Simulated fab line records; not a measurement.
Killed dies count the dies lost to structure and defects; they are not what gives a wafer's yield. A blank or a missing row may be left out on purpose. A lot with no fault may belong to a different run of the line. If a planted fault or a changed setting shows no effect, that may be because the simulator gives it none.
fab line records	flow nand_harc
record: lots: 6	wafers: 17	last_day: 32
route steps=1302 shown P_CONTACT@235 END@1302
lots that met no fault: taken from a fault-free run of the same line
start_h: the number of hours between the record's first day and the start of the first shown wafer of the lot	wait_h: hours since the lot's step before	" as in the row above	L1.1+2: a row that stands for several wafers	- no value, or no start was given	* or withheld: withheld	< > ~ a bound
route shown NAME@n: a module of which the file shows steps, and the number in the route of the first	usual: mean/standard deviation of fault-free wafers	same: alike in all rows	chamber/n: place in a boat	sites: each site's reading	_std_site: their standard deviation	_edge_site: inner sites' mean taken away from outer sites' mean	radius_mm: how far each site lies from the wafer's centre	mask NAME#n: copy n	behind: tool/chamber where the wafer was last shaped	hold: cause of the lot's hold/its duration in hours/its outcome	device: names the non-switching transistor (n, p or np)	end of line: tests of these same wafers at the route's end	a step with no rows: only its recipe	killed: not the wafer's yield, but the dies lost to structure and defects at the first sort	map: a wafer's dies, x killed, . not, _ none there
set.NAME: the run value of the setting; set.NAME@STEP: its run value at that earlier step	model.NAME: the simulator's own value behind a step, which no gauge read
lots at selected steps of the route; one table per step, one row per wafer
services: the hour from which a tool's chamber was out of use, counted from the record's first day as start_h (under 0 if before that day), plus the number of hours and why
== steps ==
step: NHARC_P_CONTACT_DESCUM_17
recipe: time_s: 3	o2_flow_sccm: 200	ar_flow_sccm: 0	bias_power_w: 0	chemistry: O2
step: NHARC_P_CONTACT_ETCH_35
recipe: target_depth_a: 390	over_etch_frac: 0.3	time_s: 65	ion_energy_ev: 80	cf4_flow_sccm: 150	ar_flow_sccm: 0	rf_w: 300	bias_w: 100	chemistry: CF4
usual: drypump_motor_current_A: 5.5/0.51	mfc_ar_sccm: 0.008/0.0085	oes_product_au: 0.998/0.015	rf_vpp_V: 151.1/1.2	showerhead_plenum_p_Torr: 1.76/0.057	throttle_valve_pct: 13.284/0.0095
lot.wafer	tool	chamber	start_h	wait_h	drypump_motor_current_A	mfc_ar_sccm	oes_product_au	rf_hours_counter_h	rf_vpp_V	showerhead_plenum_p_Torr	throttle_valve_pct
L355.1	rie_diel-09	3	137.67	0.1	4.9	0	0.996	9.2	153.1	1.86	13.272
L355.4	"	1	"	"	5.6	0.033	1.009	9.0	150.4	1.75	13.297
L355.2	"	2	"	"	6.5	0.009	1.001	9.3	150.2	1.74	13.274
L363.1	rie_diel-10	2	224.41	0.1	5.3	0.007	1.010	2.9	152.4	1.85	13.276
L363.2	"	3	"	"	4.8	0.010	0.992	3.6	150.8	1.81	13.289
L363.6	"	1	"	"	5.7	0	1.015	-	151.6	1.75	13.278
L364.2	rie_diel-09	3	229.18	0.1	4.9	0	1.001	4.8	151.9	1.85	13.288
L364.1	"	1	"	"	5.6	0.033	0.970	4.0	150.1	1.74	13.293
L368.4	rie_diel-10	0	261.86	0.1	5.7	0.004	0.991	0.2	148.8	1.73	13.286
L368.1	"	2	"	"	5.2	0.007	1.000	0.2	152.7	1.85	13.286
L368.5	"	3	"	"	4.8	0.010	1.001	-	152.0	1.81	13.278
L374.4	rie_diel-10	3	325.84	0.1	4.9	0.010	1.001	2.2	152.1	1.81	13.283
L374.5	"	3	"	"	4.9	0.010	0.990	-	151.3	1.81	13.280
L374.6	"	0	"	"	5.7	0.004	0.986	-	149.6	1.73	13.284
L375.2	rie_diel-06	2	336.32	0.1	5.7	0	0.982	0.5	149.7	1.69	13.271
L375.6	"	1	"	"	4.7	0.012	1.026	-	150.7	1.68	13.290
L375.5	"	2	"	"	5.7	0	0.985	-	149.8	1.69	13.288
step: NHARC_P_CONTACT_ETCH_36
recipe: target_depth_a: 2600	over_etch_frac: 0.25	time_s: 406.25	ion_energy_ev: 200	n2_flow_sccm: 150	h2_flow_sccm: 150	ar_flow_sccm: 0	rf_w: 400	bias_w: 150	chemistry: N2/H2
usual: drypump_motor_current_A: 5.5/0.51	mfc_ar_sccm: 0.009/0.0094	n2_flow_sccm: 150.0/0.46	oes_product_au: 0.998/0.015	rf_vpp_V: 430.3/2.1	showerhead_plenum_p_Torr: 2.03/0.069	throttle_valve_pct: 14.170/0.0087
lot.wafer	tool	chamber	start_h	wait_h	drypump_motor_current_A	mfc_ar_sccm	n2_flow_sccm	oes_product_au	rf_hours_counter_h	rf_vpp_V	showerhead_plenum_p_Torr	throttle_valve_pct
L355.2	rie_diel-09	2	-	-	6.5	0.009	149.6	0.993	9.4	430.0	2.00	14.165
L355.4	"	3	"	"	4.9	0	150.5	0.985	9.3	432.7	2.15	14.162
L355.1	"	0	"	"	5.4	0	150.2	0.997	8.6	430.8	1.98	14.183
L363.2	rie_diel-10	1	-	-	5.7	0	149.0	0.997	3.7	428.5	2.01	14.177
L363.1	"	0	"	"	5.7	0.004	150.2	0.995	3.7	428.3	1.99	14.177
L363.6	"	2	"	"	5.2	0.007	149.5	1.011	-	433.1	2.15	14.183
L364.1	rie_diel-09	0	-	-	5.4	0	150.7	0.999	4.6	431.0	1.98	14.168
L364.2	"	2	"	"	6.6	0.009	150.0	1.012	4.4	429.8	2.00	14.173
L368.1	rie_diel-10	0	-	-	5.7	0.004	149.3	1.001	0.3	429.6	1.99	14.168
L368.4	"	3	"	"	4.8	0.010	150.0	0.998	0.3	432.4	2.09	14.159
L368.5	"	0	"	"	5.7	0.004	149.8	0.993	-	427.8	1.99	14.178
L374.4	rie_diel-10	1	-	-	5.7	0	150.3	0.986	2.2	429.2	2.01	14.181
L374.6	"	1	"	"	5.7	0	150.6	0.979	-	430.2	2.01	14.162
L374.5	"	2	"	"	5.2	0.007	149.3	1.001	-	432.8	2.15	14.168
L375.2	rie_diel-06	2	-	-	5.7	0	150.1	0.984	0.6	427.2	1.94	14.175
L375.6	"	0	"	"	5.4	0.015	149.3	1.005	-	432.2	2.10	14.156
L375.5	"	1	"	"	4.7	0.012	150.1	1.018	-	427.5	1.93	14.165
step: NHARC_P_CONTACT_ETCH_18
recipe: target_depth_a: 4810	time_s: 240.5	c4f8_flow_sccm: 20	o2_flow_sccm: 10	ar_flow_sccm: withheld	rf_w: 600	bias_w: 1500	chemistry: C4F8/O2/Ar
usual: oes_product_au: 0.950/0.025	rf_vpp_V: 978/4.5
lot.wafer	tool	chamber	start_h	wait_h	oes_product_au	rf_hours_counter_h	rf_vpp_V
L355.1	rie_diel-09	2	-	-	0.986	9.6	976
L355.2	"	3	"	"	0.962	9.4	984
L355.4	"	0	"	"	0.970	8.7	975
L363.1	rie_diel-10	2	-	-	0.942	3.2	984
L363.2	"	1	"	"	0.949	3.9	977
L363.6	"	3	"	"	0.931	-	983
L364.2	rie_diel-09	1	-	-	0.885	4.3	976
L364.1	"	3	"	"	0.916	5.0	985
L368.1	rie_diel-10	2	-	-	0.956	0.3	985
L368.4	"	3	"	"	0.962	0.4	982
L368.5	"	2	"	"	0.968	-	986
L374.4	rie_diel-10	2	-	-	0.944	2.6	986
L374.5	"	0	"	"	0.931	-	975
L374.6	"	1	"	"	0.916	-	977
L375.2	rie_diel-06	3	-	-	0.999	0.9	979
L375.5	"	0	"	"	0.968	-	983
L375.6	"	1	"	"	0.972	-	972
step: NHARC_P_CONTACT_STRIP_37
recipe: c4f8_flow_sccm: withheld	o2_flow_sccm: 8	ar_flow_sccm: withheld	bias_w: 0	chemistry: C4F8/O2/Ar
step: NHARC_P_CONTACT_ETCH_31
recipe: target_depth_a: 300	time_s: 85.7	ion_energy_ev: 120	over_etch_frac: 1	ch3f_flow_sccm: 50	o2_flow_sccm: 30	ar_flow_sccm: 200	rf_w: 500	bias_w: 100	chemistry: CH3F/O2
usual: drypump_motor_current_A: 5.5/0.51	mfc_ar_sccm: 200.0/0.61	oes_product_au: 0.970/0.023	rf_vpp_V: 244.2/1.4	showerhead_plenum_p_Torr: 2.44/0.076	throttle_valve_pct: 20.662/0.0089
lot.wafer	tool	chamber	start_h	wait_h	drypump_motor_current_A	mfc_ar_sccm	oes_product_au	rf_hours_counter_h	rf_vpp_V	showerhead_plenum_p_Torr	throttle_valve_pct
L355.4	rie_diel-09	1	-	-	5.5	200.9	1.000	9.3	244.1	2.43	20.655
L355.2	"	2	"	"	6.6	199.1	0.980	9.7	243.1	2.42	20.681
L355.1	"	0	"	"	5.4	199.5	0.966	8.8	243.7	2.40	20.664
L363.2	rie_diel-10	3	-	-	4.9	200.6	0.966	3.8	244.6	2.52	20.664
L363.1	"	0	"	"	5.7	199.3	0.961	3.8	244.4	2.40	20.666
L363.6	"	2	"	"	5.2	200.1	0.979	-	245.3	2.58	20.664
L364.2	rie_diel-09	1	-	-	5.6	200.4	0.921	4.4	243.9	2.42	20.646
L364.1	"	0	"	"	5.5	199.9	0.951	4.8	242.5	2.39	20.671
L368.1	rie_diel-10	1	-	-	5.7	200.2	0.991	0.5	242.7	2.43	20.659
L368.4	"	3	"	"	4.9	199.6	0.977	0.4	246.3	2.52	20.668
L368.5	"	1	"	"	5.7	200.5	0.992	-	243.0	2.43	20.656
L374.4	rie_diel-10	3	-	-	4.9	199.9	0.941	2.4	245.6	2.52	20.684
L374.6	"	3	"	"	4.9	200.0	0.943	-	246.0	2.52	20.658
L374.5	"	0	"	"	5.7	200.1	0.958	-	243.8	2.40	20.668
L375.2	rie_diel-06	3	-	-	6.1	200.4	0.992	0.9	244.6	2.47	20.667
L375.5	"	2	"	"	5.7	200.4	0.969	-	242.7	2.35	20.661
L375.6	"	3	"	"	6.1	199.4	0.987	-	243.7	2.47	20.658
step: NHARC_P_CONTACT_CD_MEAS_19
usual: cd_nm: 90.4/2.4
lot.wafer	tool	chamber	start_h	wait_h	cd_nm
L355.1	cd_sem-03	-	138.45	-	88.8
L355.2	"	-	"	"	90.2
L355.4	"	-	"	"	86.9
L363.1	cd_sem-01	-	225.19	-	88.3
L363.2	"	-	"	"	87.3
L363.6	"	-	"	"	91.5
L364.1	cd_sem-03	-	229.96	-	92.5
L364.2	"	-	"	"	92.0
L368.1	cd_sem-03	-	262.64	-	91.4
L368.4	"	-	"	"	87.3
L368.5	"	-	"	"	91.9
L374.4	cd_sem-02	-	326.64	-	87.8
L374.5	"	-	"	"	88.8
L374.6	"	-	"	"	91.3
L375.2	cd_sem-03	-	337.10	-	91.6
L375.5	"	-	"	"	89.8
L375.6	"	-	"	"	90.2
step: NHARC_P_CONTACT_STRIP_28
recipe: o2_flow_sccm: 500	ar_flow_sccm: 0	bias_w: 0	chemistry: O2
step: NHARC_P_CONTACT_STRIP_29
recipe: time_s: 1200	temp_c: 72.5	chemistry: post_etch_residue_remover
step: NHARC_P_CONTACT_DEGAS_38
recipe: temp_c: 300	time_s: 60
step: NHARC_P_CONTACT_PRE_CLEAN_39
recipe: time_s: 19.5	bias_v: 250	gas: Ar
step: NHARC_P_CONTACT_PVD_32
recipe: target_thk_a: 50	chamber_pressure_pa: 5	power_w: 5000	substrate_temp_c: 200	time_s: 17.7	material: Ti
step: NHARC_P_CONTACT_ALD_22
recipe: target_thk_a: 30	pulse_time_s: 1	ald_cycles: 150	temp_c: 450	material: TiN
usual: ald_cycles: 150/0	heater_power_outer_w: 682/54	heater_power_w: 1082/93	precursor_pulse_height_rel: 0.999/0.018
lot.wafer	tool	chamber	start_h	wait_h	ald_cycles	heater_power_outer_w	heater_power_w	precursor_pulse_height_rel
L355.4	ald_metal-03	2	139.41	-	150	796	1333	1.023
L355.1	"	3	"	"	150	588	967	1.039
L355.2	"	1	"	"	150	705	1098	1.011
L363.2	ald_metal-02	3	226.18	-	72	684	1086	0.987
L363.1	"	0	"	"	72	676	1088	0.999
L363.6	"	0	"	"	150	708	1085	1.005
L364.2	ald_metal-02	0	230.98	-	72	698	1066	1.024
L364.1	"	1	"	"	72	653	979	0.989
L368.1	ald_metal-03	0	263.63	-	150	726	1123	0.983
L368.4	"	1	"	"	150	687	1055	0.984
L368.5	"	1	"	"	150	699	1060	1.019
L374.4	ald_metal-01	3	327.60	-	150	817	1283	0.979
L374.5	"	2	"	"	150	588	948	1.002
L374.6	"	3	"	"	150	792	1249	0.999
L375.2	ald_metal-02	2	338.11	-	150	695	1100	0.981
L375.5	"	3	"	"	150	702	1089	1.013
L375.6	"	0	"	"	150	700	1097	1.026
step: NHARC_P_CONTACT_CVD_23
recipe: target_thk_a: 2000	temp_c: 300	pressure_torr: 40	wf6_flow_sccm: 40	h2_flow_sccm: 1600	ar_flow_sccm: 1560	time_s: 557	material: W
usual: heater_power_outer_w: 255/33	heater_power_w: 439/43	mfc_ar_sccm: 1559/4.2	throttle_valve_pct: 7.97/0.26
lot.wafer	tool	chamber	start_h	wait_h	heater_power_outer_w	heater_power_w	mfc_ar_sccm	throttle_valve_pct
L355.1	cvd_w-02	1	-	-	238	421	1555	7.90
L355.2	"	0	"	"	229	393	1563	8.17
L355.4	"	0	"	"	228	397	1562	8.42
L363.1	cvd_w-01	0	-	-	238	432	1561	7.46
L363.2	"	1	"	"	306	502	1554	7.84
L363.6	"	0	"	"	239	443	1561	7.76
L364.1	cvd_w-02	0	-	-	229	389	1565	7.96
L364.2	"	0	"	"	222	388	1559	8.07
L368.1	cvd_w-01	0	-	-	238	429	1556	7.60
L368.4	"	1	"	"	304	502	1564	7.92
L368.5	"	1	"	"	304	498	1558	7.86
L374.4	cvd_w-02	1	-	-	248	430	1560	8.25
L374.6	"	0	"	"	229	396	1559	7.80
L374.5	"	1	"	"	245	435	1557	8.33
L375.2	cvd_w-01	1	-	-	307	489	1561	8.07
L375.5	"	1	"	"	306	518	1554	8.08
L375.6	"	0	"	"	238	430	1564	7.80
step: NHARC_END_SORT_01
recipe: temp_c: 25
usual: killed_at_array: 55/19	killed_at_other: 0.9/1.4	killed_at_periphery: 3.8/2.9	killed_dies: 60/19	killed_open: 3.3/1.8	killed_short: 2.6/1.6
same: gross_dies: 677
lot.wafer	tool	chamber	start_h	wait_h	killed_at_array	killed_at_other	killed_at_periphery	killed_dies	killed_open	killed_short
L363.1	prober-01	0	687.41	2.5	38	0	639	677	1	4
L363.2	prober-01	0	688.21	2.8	59	0	618	677	3	0
L364.1	prober-02	0	687.42	2.5	73	1	603	677	5	3
L364.2	prober-02	0	688.21	2.8	64	3	610	677	2	2
killed by level:class
L363.1 P_CONTACT:area_ald=636 A_SLIT:chamber_film_flake=21 A_CHANNEL_HOLE_D1:chamber_film_flake=5 A_STAIRCASE:chamber_film_flake=4 A_DECK1_JOINT:chamber_film_flake=2 A_CHANNEL_HOLE_D2:chamber_film_flake=2 P_STI:geometric_particle:short=1 A_DECK1_JOINT:geometric_particle:short=1
L364.1 P_CONTACT:area_ald=599 A_CHANNEL_HOLE_D1:chamber_film_flake=29 A_SLIT:chamber_film_flake=24 A_WL_FILL:chamber_film_flake=5 P_GATE:chamber_film_flake=3 A_ONON_D1:geometric_particle:open=2 A_BLC:geometric_particle:open=2 A_STAIRCASE:chamber_film_flake=2
L363.2 P_CONTACT:area_ald=615 A_SLIT:chamber_film_flake=37 A_CHANNEL_HOLE_D1:chamber_film_flake=11 A_STAIRCASE:chamber_film_flake=4 P_GATE:chamber_film_flake=3 A_ONON_D1:geometric_particle:open=2 A_M1:geometric_particle:open=1 A_CHANNEL_HOLE_D2:chamber_film_flake=1
L364.2 P_CONTACT:area_ald=607 A_CHANNEL_HOLE_D1:chamber_film_flake=37 A_SLIT:chamber_film_flake=18 THIN_TSV:chamber_film_flake=3 A_STAIRCASE:chamber_film_flake=2 A_CONTACT:chamber_film_flake=2 P_ZERO_WELL:geometric_particle:short=1 A_DECK1_JOINT:geometric_particle:open=1
map L363.1 (x killed, . not)
____________x____________
_________xxxxxxx_________
_______xxxxxxxxxxx_______
______xxxxxxxxxxxxx______
_____xxxxxxxxxxxxxxx_____
____xxxxxxxxxxxxxxxxx____
____xxxxxxxxxxxxxxxxx____
___xxxxxxxxxxxxxxxxxxx___
___xxxxxxxxxxxxxxxxxxx___
__xxxxxxxxxxxxxxxxxxxxx__
__xxxxxxxxxxxxxxxxxxxxx__
_xxxxxxxxxxxxxxxxxxxxxxx_
_xxxxxxxxxxxxxxxxxxxxxxx_
_xxxxxxxxxxxxxxxxxxxxxxx_
_xxxxxxxxxxxxxxxxxxxxxxx_
_xxxxxxxxxxxxxxxxxxxxxxx_
xxxxxxxxxxxxxxxxxxxxxxxxx
xxxxxxxxxxxxxxxxxxxxxxxxx
xxxxxxxxxxxxxxxxxxxxxxxxx
xxxxxxxxxxxxxxxxxxxxxxxxx
xxxxxxxxxxxxxxxxxxxxxxxxx
_xxxxxxxxxxxxxxxxxxxxxxx_
_xxxxxxxxxxxxxxxxxxxxxxx_
_xxxxxxxxxxxxxxxxxxxxxxx_
_xxxxxxxxxxxxxxxxxxxxxxx_
_xxxxxxxxxxxxxxxxxxxxxxx_
__xxxxxxxxxxxxxxxxxxxxx__
__xxxxxxxxxxxxxxxxxxxxx__
___xxxxxxxxxxxxxxxxxxx___
___xxxxxxxxxxxxxxxxxxx___
____xxxxxxxxxxxxxxxxx____
____xxxxxxxxxxxxxxxxx____
_____xxxxxxxxxxxxxxx_____
______xxxxxxxxxxxxx______
_______xxxxxxxxxxx_______
_________xxxxxxx_________
____________x____________
map L364.1 (x killed, . not)
____________x____________
_________xxxxxxx_________
_______xxxxxxxxxxx_______
______xxxxxxxxxxxxx______
_____xxxxxxxxxxxxxxx_____
____xxxxxxxxxxxxxxxxx____
____xxxxxxxxxxxxxxxxx____
___xxxxxxxxxxxxxxxxxxx___
___xxxxxxxxxxxxxxxxxxx___
__xxxxxxxxxxxxxxxxxxxxx__
__xxxxxxxxxxxxxxxxxxxxx__
_xxxxxxxxxxxxxxxxxxxxxxx_
_xxxxxxxxxxxxxxxxxxxxxxx_
_xxxxxxxxxxxxxxxxxxxxxxx_
_xxxxxxxxxxxxxxxxxxxxxxx_
_xxxxxxxxxxxxxxxxxxxxxxx_
xxxxxxxxxxxxxxxxxxxxxxxxx
xxxxxxxxxxxxxxxxxxxxxxxxx
xxxxxxxxxxxxxxxxxxxxxxxxx
xxxxxxxxxxxxxxxxxxxxxxxxx
xxxxxxxxxxxxxxxxxxxxxxxxx
_xxxxxxxxxxxxxxxxxxxxxxx_
_xxxxxxxxxxxxxxxxxxxxxxx_
_xxxxxxxxxxxxxxxxxxxxxxx_
_xxxxxxxxxxxxxxxxxxxxxxx_
_xxxxxxxxxxxxxxxxxxxxxxx_
__xxxxxxxxxxxxxxxxxxxxx__
__xxxxxxxxxxxxxxxxxxxxx__
___xxxxxxxxxxxxxxxxxxx___
___xxxxxxxxxxxxxxxxxxx___
____xxxxxxxxxxxxxxxxx____
____xxxxxxxxxxxxxxxxx____
_____xxxxxxxxxxxxxxx_____
______xxxxxxxxxxxxx______
_______xxxxxxxxxxx_______
_________xxxxxxx_________
____________x____________
== services ==
tool	chamber	start_h	hours	kind
rie_diel-10	-	122.26	5.2	repair
ald_metal-02	1	127.03	6.4	repair
rie_diel-06	3	128.22	14.4	repair
rie_diel-06	-	130.20	9.0	pm
rie_diel-09	-	136.85	0.6	repair
rie_diel-09	-	143.10	9.0	pm
cvd_w-02	-	143.21	6.1	repair
ald_metal-02	3	158.36	5.0	repair
cvd_w-01	-	185.00	13.0	pm
rie_diel-06	1	218.83	15.4	repair
cvd_w-02	1	225.73	38.9	repair
rie_diel-10	0	230.78	2.4	repair
cvd_w-01	-	237.45	1.3	repair
rie_diel-09	3	239.71	6.7	repair
rie_diel-10	-	242.50	9.0	pm
rie_diel-09	0	246.91	4.1	repair
rie_diel-06	2	260.02	7.1	repair
rie_diel-10	-	263.29	1.1	repair
rie_diel-10	0	266.94	6.7	repair
rie_diel-06	2	280.75	4.4	repair
rie_diel-09	2	296.37	13.2	repair
rie_diel-10	3	298.43	4.2	repair
rie_diel-06	-	307.20	9.0	pm
rie_diel-09	-	320.10	9.0	pm
== key ==
first_sign: step: NHARC_P_CONTACT_ALD_22	reading: ald_cycles	direction: down	sigmas: 99+	usual: 150	struck: 72
effect: step: NHARC_END_SORT_01	reading: killed_at_periphery	direction: up	sigmas: 99+	usual: 3.8	struck: 617.5
more_kills_born_at: NHARC_P_CONTACT_ALD_22@ald_metal-02: 2457
met_at NHARC_P_CONTACT_ALD_22
struck_wafers L363.1,L363.2,L364.1,L364.2
later_rows_left_out L363.1,L363.2,L364.1,L364.2
tester_left_out L363,L364
fault: kind: process_parameter_drift	tool: ald_metal-02	chamber: -	onset_h: 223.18	steps: NHARC_P_CONTACT_ALD_22	channel: ald_cycles	offset: -78	shape: step	end_h: 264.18	scope: struck_wafers_only	acts_in: these_recipes_only	stated: 150
tester_left_out: of these lots the tester's yield and bins aren't shown, on N5 and GAA mostly nor the transistor test; their killed dies are dies lost to structure and defects alone, not to doping, threshold or leakage, so they don't give the yield
later_rows_left_out: the simulator's readings of these wafers behind a module that went badly wrong aren't trusted and aren't shown, but for the sort
